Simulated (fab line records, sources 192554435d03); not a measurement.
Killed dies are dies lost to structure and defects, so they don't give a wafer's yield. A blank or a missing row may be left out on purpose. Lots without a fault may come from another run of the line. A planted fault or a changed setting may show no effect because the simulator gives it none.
A struck lot beside a sound one | flow n5_finfet | 15 steps out of a route of 1938
Sound: wafers L453.3, L453.5, L453.6. Struck: wafers L461.3, L461.5. (L461.6 of the same lot was not struck and is left out.) The cause comes at the end.
At each step with rows: each side's tool, then ch and its chambers, then its first start. Under that, the readings that differ: sound wafers | struck wafers | difference of the means | sigmas: that difference in standard deviations of wafers without a fault.
alike: readings whose means differ by less than 2 such deviations, and words and numbers that are the same on both sides. not compared: withheld readings, readings that some wafer has no value for, bounds like >300 that may hide the same value, and numbers for which the record gives no deviation and whose values overlap.
The two part at a step that has a row with sigmas, a row that says differs or no value, or rows on one side only. Numbers that don't overlap but have no deviation are shown without sigmas and don't part them. A reading that every wafer of one side lacks parts them only if that side has two wafers or more.

first, 8 steps without rows for these wafers: N5_BEOL_M11_COAT_59 (time 60 s, resist thk 100 nm); N5_BEOL_M11_COAT_60 (time 60 s, resist thk 30 nm); N5_BEOL_M11_COAT_05 (resist thk 90 nm); N5_BEOL_M11_EBR_07; N5_BEOL_M11_SOFTBAKE_06 (time 60 s); N5_BEOL_M11_EXPOSE_08 (exposes mask M11); N5_BEOL_M11_PEB_09 (peb time 60 s); N5_BEOL_M11_DEVELOP_10 (develop time 30 s).
N5_BEOL_M11_CD_MEAS_11: target cd 64.1 nm.
  sound on cd_sem-02 ch 0, day 12 17:08; struck on cd_sem-01 ch 0, day 14 20:10
  reading    | sound          | struck    | difference | sigmas
  cd_nm (nm) | 63.2 62.7 63.5 | 63.7 65.2 | +1.3       | +2
N5_BEOL_M11_OVL_MEAS_12:
  sound on overlay-01 ch 0, day 12 17:10; struck on overlay-01 ch 0, day 14 20:12
  alike: M11_OVL
N5_BEOL_M11_INSPECT_13: inspects for defects (brightfield).
  sound on defect_inspect-02, day 12 17:11; struck on defect_inspect-01, day 14 20:13
  alike: raw_defect_count
N5_BEOL_M11_DESCUM_16: chemistry O2, time 7.9 s.
  sound on rie_diel-06 ch 0,3, day 12 17:14; struck on rie_diel-05 ch 0, day 14 20:24
  alike: drypump_motor_current_A, oes_product_au, rf_vpp_V, showerhead_plenum_p_Torr, throttle_valve_pct
  not compared: rf_hours_counter_h
N5_BEOL_M11_ETCH_61: etches SiARC in CF4, target depth 39 nm, time 65 s.
  sound on rie_diel-06 ch 0,3, day 12 17:16; struck on rie_diel-05 ch 0, day 14 20:26
  reading               | sound          | struck    | difference | sigmas
  etch_rf_on_time_s (s) | 65.2 64.7 65.5 | 41.4 41.3 | -23.8      | -11
  oes_product_au (a.u.) | 0.61 0.73 0.60 | 0.82 0.81 | +0.17      | +3
  alike: drypump_motor_current_A, mfc_ar_sccm, rf_vpp_V, showerhead_plenum_p_Torr, throttle_valve_pct
  not compared: rf_hours_counter_h
N5_BEOL_M11_ETCH_62: etches SOC in N2/H2, target depth 110 nm, overetch 22 nm, time 165 s.
  sound on rie_diel-06 ch 0,3, day 12 17:19; struck on rie_diel-05 ch 0, day 14 20:29
  alike: drypump_motor_current_A, oes_product_au, rf_vpp_V, showerhead_plenum_p_Torr, throttle_valve_pct
  not compared: rf_hours_counter_h
then, 1 step without rows for these wafers: N5_PASSIVATION_PROBE_49.

WHERE THEY PART
First at N5_BEOL_M11_CD_MEAS_11; last, within this record, at N5_BEOL_M11_ETCH_61. Later steps at which nothing parts them and some readings are alike: N5_BEOL_M11_ETCH_62.

WHY: what the simulator had put in
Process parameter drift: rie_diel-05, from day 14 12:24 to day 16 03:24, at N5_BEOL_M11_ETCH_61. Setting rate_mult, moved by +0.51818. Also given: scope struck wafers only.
